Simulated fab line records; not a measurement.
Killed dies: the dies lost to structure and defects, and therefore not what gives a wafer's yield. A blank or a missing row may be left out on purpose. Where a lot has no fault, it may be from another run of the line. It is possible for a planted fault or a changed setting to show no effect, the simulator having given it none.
Chamber matching    flow n5_finfet    N5_BEOL_M0_SAQP_SPACER1_ALD_98 on ald_sin-04: 4 sister chambers
The step deposits SiO2, target thk 12.8 nm, pulse time 1 s, purge time 2 s. 4 wafers are shown with their chamber, then 8 later ones without.

== WAFERS PAIRED WITH THEIR CHAMBERS ==
wafer   chamber  heater_power_w (W)
L076.3  3        466
L085.4  2        466
L085.5  1        532
L090.1  0        470

== WAFERS MISSING THEIR CHAMBER ==
wafer   heater_power_w (W)
L090.4  523
L090.6  466
L093.1  447
L093.2  476
L093.4  472
L095.2  472
L095.5  473
L095.6  470

== EACH ONE'S CHAMBER ==
wafer   from the rows above           in truth
L090.4  1                             1
L090.6  can't be placed: 2 or 3 or 0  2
L093.1  can't be placed: 2 or 3 or 0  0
L093.2  can't be placed: 0 or 2 or 3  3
L093.4  can't be placed: 0 or 2 or 3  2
L095.2  can't be placed: 0 or 2 or 3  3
L095.5  can't be placed: 0 or 2 or 3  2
L095.6  can't be placed: 0 or 2 or 3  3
Correct placement for 1 of the 8. From these rows, 7 cannot be placed; in 7 the true chamber is one of the candidates. Wrongly placed: 0.
How it was worked out, from the rows above alone: a wafer's distance from a chamber is the root of the sum, over the readings, of the square of ((its reading less the chamber's mean) divided by the reading's scatter). The wafer belongs to the nearest chamber; if the next one is less than 2 further off, it can't be placed. Each chamber's mean is taken over the wafers shown for it. The scatter (one wafer shown for each chamber): square how far every hidden wafer sits from the nearest shown wafer, average those squares and take the square root.
